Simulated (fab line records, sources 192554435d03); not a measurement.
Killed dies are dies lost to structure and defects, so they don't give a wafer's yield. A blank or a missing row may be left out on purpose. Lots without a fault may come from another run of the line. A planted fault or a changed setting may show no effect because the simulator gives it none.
Which tool did it? | flow n5_finfet | 11 lots, 33 wafers sampled, at 5 steps of a route of 1938

WHAT THE GAUGES READ, wafer by wafer
The record holds no reading of a measuring or inspecting step that can be judged against a usual standard deviation.

WHICH TOOL RAN EACH LOT (tool, then ch and the chambers of the sampled wafers, then the start)
lot  | N5_MOL_CONTACT_COAG_ETCH_89        | N5_MOL_CONTACT_COAG_ALD_131       | N5_MOL_CONTACT_COAG_EXPOSE_37     | N5_MOL_CONTACT_COAG_ALD_133      | N5_PASSIVATION_PROBE_49
L678 | rie_diel-04 ch 2,3, day 5 12:35    | ald_sin-04 ch 2,3, day 5 12:41    | euv_scanner-02 ch 0, day 5 13:34  | ald_sin-01 ch 1,3, day 5 13:58   | prober-02, day 13 09:38
L679 | rie_diel-01 ch 0,3, day 5 17:47    | ald_sin-04 ch 0,3, day 5 17:53    | euv_scanner-02 ch 0, day 5 18:45  | ald_sin-04 ch 0,2,3, day 5 19:19 | prober-02, day 14 03:50
L680 | rie_diel-04 ch 0,1,3, day 5 19:44  | ald_sin-04 ch 1,2, day 5 19:50    | euv_scanner-02 ch 0, day 5 20:41  | ald_sin-03 ch 0,1,2, day 5 21:05 | prober-02, day 13 07:00
L684 | rie_diel-01 ch 0,2,3, day 7 07:45  | ald_sin-01 ch 0,2,3, day 7 07:51  | euv_scanner-01 ch 0, day 7 08:52  | ald_sin-03 ch 0,1,3, day 7 09:53 | prober-01, day 15 03:05
L685 | rie_diel-03 ch 0,1,3, day 7 09:10  | ald_sin-04 ch 0,2,3, day 7 09:42  | euv_scanner-02 ch 0, day 7 10:40  | ald_sin-01 ch 0,1,2, day 7 11:05 | prober-02, day 15 04:22
L687 | rie_diel-01 ch 0,1, day 7 16:41    | ald_sin-03 ch 1,2, day 7 16:47    | euv_scanner-01 ch 0, day 7 17:40  | ald_sin-04 ch 0,2,3, day 7 18:02 | prober-02, day 15 15:31
L688 | rie_diel-04 ch 1,2,3, day 8 00:04  | ald_sin-01 ch 0,2, day 8 00:10    | euv_scanner-01 ch 0, day 8 01:04  | ald_sin-04 ch 0,2,3, day 8 01:31 | prober-02, day 15 10:40
L690 | rie_diel-03 ch 0,2,3, day 8 09:16  | ald_sin-03 ch 0,1,2, day 8 09:22  | euv_scanner-01 ch 0, day 8 10:14  | ald_sin-03 ch 0,2,3, day 8 10:37 | prober-02, day 17 04:53
L698 | rie_diel-01 ch 0,1, day 10 07:25   | ald_sin-01 ch 0,1,2, day 10 07:31 | euv_scanner-01 ch 0, day 10 08:30 | ald_sin-01 ch 1,3, day 10 08:53  | prober-02, day 19 23:50
L699 | rie_diel-04 ch 0,1, day 10 15:26   | ald_sin-04 ch 1,3, day 10 15:40   | euv_scanner-02 ch 0, day 10 16:41 | ald_sin-03 ch 0,2, day 10 17:04  | prober-01, day 19 23:20
L700 | rie_diel-01 ch 0,1,3, day 10 19:10 | ald_sin-01 ch 1,3, day 10 19:16   | euv_scanner-02 ch 0, day 10 20:19 | ald_sin-04 ch 0,2, day 10 20:42  | prober-01, day 19 17:59
- N5_MOL_CONTACT_COAG_ETCH_89: etches underlayer in N2/H2, target depth 13 nm, time 10.4 s.
- N5_MOL_CONTACT_COAG_ALD_131: deposits SiO2, target thk 5 nm, pulse time 1 s, co reactant pulse time 1 s.
- N5_MOL_CONTACT_COAG_EXPOSE_37: exposes mask VD, defocus 0 nm.
- N5_MOL_CONTACT_COAG_ALD_133: deposits SiO2, target thk 5 nm, pulse time 1 s, co reactant pulse time 1 s.
- N5_PASSIVATION_PROBE_49

WHAT THE TOOLS THEMSELVES READ (means of the sampled wafers that have a number; where no wafer has one, the mark that the record gives instead)
N5_MOL_CONTACT_COAG_ETCH_89. Usual: drypump_motor_current_A 5.51 A, standard deviation 0.28; etch_rf_on_time_s 10.47 s, standard deviation 0.3; oes_product_au 0.66 a.u., standard deviation 0.085; rf_vpp_V 523.6 V, standard deviation 2.7; showerhead_plenum_p_Torr 2.54 Torr, standard deviation 0.091; throttle_valve_pct 17.80 %, standard deviation 0.22.
lot  | tool        | drypump_motor_current_A (A) | etch_rf_on_time_s (s) | oes_product_au (a.u.) | rf_vpp_V (V) | showerhead_plenum_p_Torr (Torr) | throttle_valve_pct (%) | flag
L678 | rie_diel-04 | 5.28                        | 10.35                 | 0.63                  | 523.8        | 2.54                            | 17.84                  |
L679 | rie_diel-01 | 5.28                        | 10.42                 | 0.75                  | 524.7        | 2.54                            | 17.61                  |
L680 | rie_diel-04 | 5.56                        | 10.47                 | 0.63                  | 522.6        | 2.51                            | 17.88                  |
L684 | rie_diel-01 | 5.46                        | 10.67                 | 0.67                  | 522.6        | 2.51                            | 17.75                  |
L685 | rie_diel-03 | 5.71                        | 10.41                 | 0.72                  | 525.3        | 2.61                            | 17.76                  |
L687 | rie_diel-01 | 5.53                        | 10.61                 | 0.60                  | 521.8        | 2.48                            | 17.82                  |
L688 | rie_diel-04 | 5.51                        | 10.47                 | 0.60                  | 522.0        | 2.49                            | 17.82                  |
L690 | rie_diel-03 | 5.40                        | 10.12                 | 0.78                  | 526.5        | 2.63                            | 17.66                  |
L698 | rie_diel-01 | 5.52                        | 10.66                 | 0.58                  | 521.4        | 2.47                            | 17.85                  |
L699 | rie_diel-04 | 5.80                        | 10.53                 | 0.60                  | 519.6        | 2.45                            | 17.88                  |
L700 | rie_diel-01 | 5.42                        | 10.61                 | 0.63                  | 523.1        | 2.49                            | 17.78                  |

N5_MOL_CONTACT_COAG_ALD_131. Usual: heater_power_w 74 W, standard deviation 4.3; precursor_pulse_height_rel 1.000, standard deviation 0.019.
lot  | tool       | heater_power_w (W) | precursor_pulse_height_rel | flag
L678 | ald_sin-04 | 73                 | 1.007                      |
L679 | ald_sin-04 | 72                 | 0.996                      |
L680 | ald_sin-04 | 73                 | 0.992                      |
L684 | ald_sin-01 | 77                 | 0.981                      |
L685 | ald_sin-04 | 71                 | 0.986                      |
L687 | ald_sin-03 | 80                 | 1.003                      |
L688 | ald_sin-01 | 78                 | 0.986                      |
L690 | ald_sin-03 | 75                 | 0.997                      |
L698 | ald_sin-01 | 77                 | 0.992                      |
L699 | ald_sin-04 | 75                 | 0.993                      |
L700 | ald_sin-01 | 71                 | 0.993                      |

N5_MOL_CONTACT_COAG_EXPOSE_37. Usual: exposure_dose_mJ_cm2 62.10, standard deviation 0.26.
lot  | tool           | exposure_dose_mJ_cm2 | flag
L678 | euv_scanner-02 | 61.97                |
L679 | euv_scanner-02 | 61.93                |
L680 | euv_scanner-02 | 61.89                |
L684 | euv_scanner-01 | 62.41                |
L685 | euv_scanner-02 | 61.85                |
L687 | euv_scanner-01 | 62.48                |
L688 | euv_scanner-01 | 62.43                |
L690 | euv_scanner-01 | 65.26                | OFF
L698 | euv_scanner-01 | 64.63                | OFF
L699 | euv_scanner-02 | 61.96                |
L700 | euv_scanner-02 | 61.93                |

N5_MOL_CONTACT_COAG_ALD_133. Usual: heater_power_w 75 W, standard deviation 4.3; precursor_pulse_height_rel 1.000, standard deviation 0.022.
lot  | tool       | heater_power_w (W) | precursor_pulse_height_rel | flag
L678 | ald_sin-01 | 69                 | 1.002                      |
L679 | ald_sin-04 | 72                 | 0.988                      |
L680 | ald_sin-03 | 75                 | 1.009                      |
L684 | ald_sin-03 | 75                 | 0.998                      |
L685 | ald_sin-01 | 75                 | 0.989                      |
L687 | ald_sin-04 | 70                 | 1.001                      |
L688 | ald_sin-04 | 73                 | 1.004                      |
L690 | ald_sin-03 | 78                 | 1.005                      |
L698 | ald_sin-01 | 71                 | 0.989                      |
L699 | ald_sin-03 | 75                 | 0.993                      |
L700 | ald_sin-04 | 69                 | 0.988                      |

N5_PASSIVATION_PROBE_49. Usual: killed_at_M0_to_M3 33, standard deviation 11; killed_at_M4_up 15, standard deviation 6.2; killed_at_contacts 13, standard deviation 6.5; killed_at_front_end 38, standard deviation 11; killed_at_other 3.4, standard deviation 2.6; killed_dies 102, standard deviation 17; killed_open 67, standard deviation 12; killed_short 34, standard deviation 7.9.
lot  | tool      | killed_at_M0_to_M3 | killed_at_M4_up | killed_at_contacts | killed_at_front_end | killed_at_other | killed_dies | killed_open | killed_short | flag
L678 | prober-02 | 38                 | 7               | 14                 | 36                  | 2.0             | 98          | 62          | 34           |
L679 | prober-02 | 37                 | 13              | 11                 | 30                  | 5.3             | 98          | 63          | 32           |
L680 | prober-02 | 45                 | 19              | 18                 | 39                  | 3.3             | 125         | 83          | 41           |
L684 | prober-01 | 37                 | 8               | 16                 | 36                  | 2.0             | 99          | 63          | 34           |
L685 | prober-02 | 37                 | 17              | 13                 | 44                  | 7.7             | 119         | 77          | 40           |
L687 | prober-02 | 33                 | 15              | 5                  | 36                  | 2.3             | 90          | 55          | 34           |
L688 | prober-02 | 38                 | 22              | 12                 | 32                  | 1.3             | 106         | 71          | 35           |
L690 | prober-02 | 29                 | 11              | 13                 | 30                  | 2.7             | 86          | 56          | 28           |
L698 | prober-02 | 26                 | 15              | 5                  | 25                  | 1.0             | 72          | 45          | 27           |
L699 | prober-01 | 27                 | 25              | 12                 | 42                  | 3.3             | 109         | 76          | 31           |
L700 | prober-01 | 36                 | 18              | 10                 | 37                  | 6.0             | 108         | 71          | 37           |

THE ANSWER, worked out from the rows above alone
Rule: a lot is off if the mean of its wafers that have a number lies more than 3 standard deviations from the usual mean. A lot without any number at a reading at which 4 lots or more have one is off too. The other lots that the step has rows for count as sound. The gauges are gone through in route order, then the tools' own readings, and for those a lot's mean is taken as printed above. The first step at which some lot is off is used, and at that step the reading that is off furthest; a lot without a number counts as furthest.
Off: L690, L698, at N5_MOL_CONTACT_COAG_EXPOSE_37 (exposure_dose_mJ_cm2).
A tool fits if, at that step or a process step before it, it ran every lot that is off, and no sound lot after the first of them. One fits: euv_scanner-01 at N5_MOL_CONTACT_COAG_EXPOSE_37. Its last sound lot is L688 (day 8 01:04), its first lot that is off L690 (day 8 10:14): a fault that began between those two fits.
The tool's own readings at N5_MOL_CONTACT_COAG_EXPOSE_37 bear it out: on the lots that are off they differ by more than 5 times the standard deviation of the sound lots' means. exposure_dose_mJ_cm2 reads 64.94 there against 62.09 on the sound lots.

WHAT THE SIMULATOR HAD PUT IN
Process parameter drift: euv_scanner-01, from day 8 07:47 on, at N5_MOL_CONTACT_COAG_EXPOSE_37. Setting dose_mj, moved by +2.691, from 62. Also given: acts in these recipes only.
Lots struck among those shown: L690, L698. The rule above found the same.
